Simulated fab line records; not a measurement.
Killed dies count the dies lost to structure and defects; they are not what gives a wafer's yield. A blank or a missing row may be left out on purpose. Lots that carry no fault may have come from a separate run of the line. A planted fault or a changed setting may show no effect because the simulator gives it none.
Matching of chambers :: flow nandHarc :: NHARC_A_WL_FILL_CMP_12 on cmp-03: 4 sister chambers
The step polishes, t overpolish 30 s, target thk 100 nm. 4 wafers are shown with their chamber, then 11 later ones without.

## EACH WAFER AND ITS CHAMBER
wafer: L087.1
chamber: 0
motorCurrentA (A): 10.8

wafer: L087.2
chamber: 2
motorCurrentA (A): 12.6

wafer: L087.3
chamber: 1
motorCurrentA (A): 12.3

wafer: L087.4
chamber: 3
motorCurrentA (A): 13.2

## WAFERS WITH NO CHAMBER GIVEN
wafer: L087.5
motorCurrentA (A): 12.2

wafer: L087.6
motorCurrentA (A): 12.5

wafer: L092.3
motorCurrentA (A): 10.2

wafer: L092.5
motorCurrentA (A): 12.9

wafer: L092.6
motorCurrentA (A): 13.4

wafer: L093.1
motorCurrentA (A): 13.0

wafer: L093.2
motorCurrentA (A): 10.0

wafer: L093.3
motorCurrentA (A): 11.2

wafer: L097.1
motorCurrentA (A): 11.9

wafer: L097.5
motorCurrentA (A): 12.1

wafer: L097.6
motorCurrentA (A): 13.5

## THE CHAMBER EACH PASSED THROUGH
wafer: L087.5
from the rows above: can't be placed: 1 or 2
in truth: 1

wafer: L087.6
from the rows above: can't be placed: 2 or 1 or 3
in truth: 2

wafer: L092.3
from the rows above: 0
in truth: 0

wafer: L092.5
from the rows above: can't be placed: 3 or 2 or 1
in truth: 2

wafer: L092.6
from the rows above: can't be placed: 3 or 2
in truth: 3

wafer: L093.1
from the rows above: can't be placed: 3 or 2 or 1
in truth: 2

wafer: L093.2
from the rows above: 0
in truth: 0

wafer: L093.3
from the rows above: can't be placed: 0 or 1
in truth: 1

wafer: L097.1
from the rows above: can't be placed: 1 or 2 or 0
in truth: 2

wafer: L097.5
from the rows above: can't be placed: 1 or 2
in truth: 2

wafer: L097.6
from the rows above: can't be placed: 3 or 2
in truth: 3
Correct placement for 2 of the 11. Not placeable from these rows: 9 (in 9, the candidates include the true chamber). Placed wrongly: 0.
How it was worked out, from the rows above alone: a wafer's distance from a chamber is the root of the sum, over the readings, of the square of ((its reading less the chamber's mean) divided by the reading's scatter). If the next closest chamber is less than 2 further off than the closest, the wafer can't be placed; otherwise it belongs to the closest. The mean given for a chamber averages the wafers shown for that chamber. The scatter (one wafer shown for each chamber): square how far every hidden wafer sits from the nearest shown wafer, average those squares and take the square root.
